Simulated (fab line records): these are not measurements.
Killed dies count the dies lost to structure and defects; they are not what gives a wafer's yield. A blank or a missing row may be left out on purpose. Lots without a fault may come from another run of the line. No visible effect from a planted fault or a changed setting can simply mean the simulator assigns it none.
Matching of chambers :: flow n5-finfet :: 4 sister chambers for N5_BEOL_M12_ETCH_59 on rie-diel-04
The step etches BARC in N2/H2, target depth 89 nm, overetch 26.7 nm, time 67.9 s. 14 wafers are shown with their chamber, then 7 later ones without.

WAFERS PAIRED WITH THEIR CHAMBERS
wafer: L076.2
chamber: 2
drypump-motor-current-A (A): 6.8
showerhead-plenum-p-Torr (Torr): 2.50
throttle-valve-pct (%): 18.35

wafer: L076.3
chamber: 3
drypump-motor-current-A (A): 5.8
showerhead-plenum-p-Torr (Torr): 2.51
throttle-valve-pct (%): 17.67

wafer: L076.6
chamber: 0
drypump-motor-current-A (A): 5.0
showerhead-plenum-p-Torr (Torr): 2.44
throttle-valve-pct (%): 17.94

wafer: L074.1
chamber: 0
drypump-motor-current-A (A): 5.0
showerhead-plenum-p-Torr (Torr): 2.44
throttle-valve-pct (%): 17.95

wafer: L074.3
chamber: 2
drypump-motor-current-A (A): 6.8
showerhead-plenum-p-Torr (Torr): 2.50
throttle-valve-pct (%): 18.37

wafer: L074.5
chamber: 3
drypump-motor-current-A (A): 5.8
showerhead-plenum-p-Torr (Torr): 2.51
throttle-valve-pct (%): 17.70

wafer: L081.1
chamber: 0
drypump-motor-current-A (A): 5.0
showerhead-plenum-p-Torr (Torr): 2.44
throttle-valve-pct (%): 17.98

wafer: L081.4
chamber: 1
drypump-motor-current-A (A): 5.7
showerhead-plenum-p-Torr (Torr): 2.41
throttle-valve-pct (%): 17.61

wafer: L081.6
chamber: 0
drypump-motor-current-A (A): 5.0
showerhead-plenum-p-Torr (Torr): 2.44
throttle-valve-pct (%): 17.97

wafer: L085.3
chamber: 0
drypump-motor-current-A (A): 5.0
showerhead-plenum-p-Torr (Torr): 2.43
throttle-valve-pct (%): 18.00

wafer: L085.5
chamber: 2
drypump-motor-current-A (A): 6.8
showerhead-plenum-p-Torr (Torr): 2.49
throttle-valve-pct (%): 17.95

wafer: L085.6
chamber: 1
drypump-motor-current-A (A): 5.7
showerhead-plenum-p-Torr (Torr): 2.40
throttle-valve-pct (%): 17.62

wafer: L088.1
chamber: 2
drypump-motor-current-A (A): 6.8
showerhead-plenum-p-Torr (Torr): 2.49
throttle-valve-pct (%): 17.95

wafer: L088.2
chamber: 1
drypump-motor-current-A (A): 5.8
showerhead-plenum-p-Torr (Torr): 2.40
throttle-valve-pct (%): 17.64

SIGNATURES, as means of the wafers listed above
reading: drypump-motor-current-A
chamber 0: 5.000
chamber 1: 5.733
chamber 2: 6.800
chamber 3: 5.800
scatter within a chamber: 0.0258

reading: showerhead-plenum-p-Torr
chamber 0: 2.4380
chamber 1: 2.4033
chamber 2: 2.4950
chamber 3: 2.5100
scatter within a chamber: 0.00497

reading: throttle-valve-pct
chamber 0: 17.9680
chamber 1: 17.6233
chamber 2: 18.1550
chamber 3: 17.6850
scatter within a chamber: 0.131
Rule: for each reading, subtract the chamber's mean from the wafer's reading, divide by that reading's scatter and square the result; add these up over the readings and take the root, which gives the wafer's distance from the chamber. If the next closest chamber is less than 2 further off than the closest, the wafer can't be placed; otherwise it belongs to the closest. How the scatter is found: for the shown wafers, subtract from each reading the mean of its chamber, square and add these, divide the total by (wafers less chambers), then take the root.

WAFERS WHOSE CHAMBER IS MISSING
wafer: L088.3
drypump-motor-current-A (A): 5.8
showerhead-plenum-p-Torr (Torr): 2.49
throttle-valve-pct (%): 17.31

wafer: L088.4
drypump-motor-current-A (A): 4.9
showerhead-plenum-p-Torr (Torr): 2.43
throttle-valve-pct (%): 18.03

wafer: L088.5
drypump-motor-current-A (A): 5.8
showerhead-plenum-p-Torr (Torr): 2.49
throttle-valve-pct (%): 17.31

wafer: L088.6
drypump-motor-current-A (A): 6.8
showerhead-plenum-p-Torr (Torr): 2.49
throttle-valve-pct (%): 17.96

wafer: L092.2
drypump-motor-current-A (A): 5.8
showerhead-plenum-p-Torr (Torr): 2.49
throttle-valve-pct (%): 17.30

wafer: L092.3
drypump-motor-current-A (A): 5.7
showerhead-plenum-p-Torr (Torr): 2.40
throttle-valve-pct (%): 17.65

wafer: L092.6
drypump-motor-current-A (A): 6.8
showerhead-plenum-p-Torr (Torr): 2.49
throttle-valve-pct (%): 17.93

CHAMBER TAKEN BY EACH
wafer: L088.3
from the rows above: 3
in truth: 3

wafer: L088.4
from the rows above: 0
in truth: 0

wafer: L088.5
from the rows above: 3
in truth: 3

wafer: L088.6
from the rows above: 2
in truth: 2

wafer: L092.2
from the rows above: 3
in truth: 3

wafer: L092.3
from the rows above: 1
in truth: 1

wafer: L092.6
from the rows above: 2
in truth: 2
Correct placement for 7 of the 7. Not placeable from these rows: 0. Wrongly placed: 0.
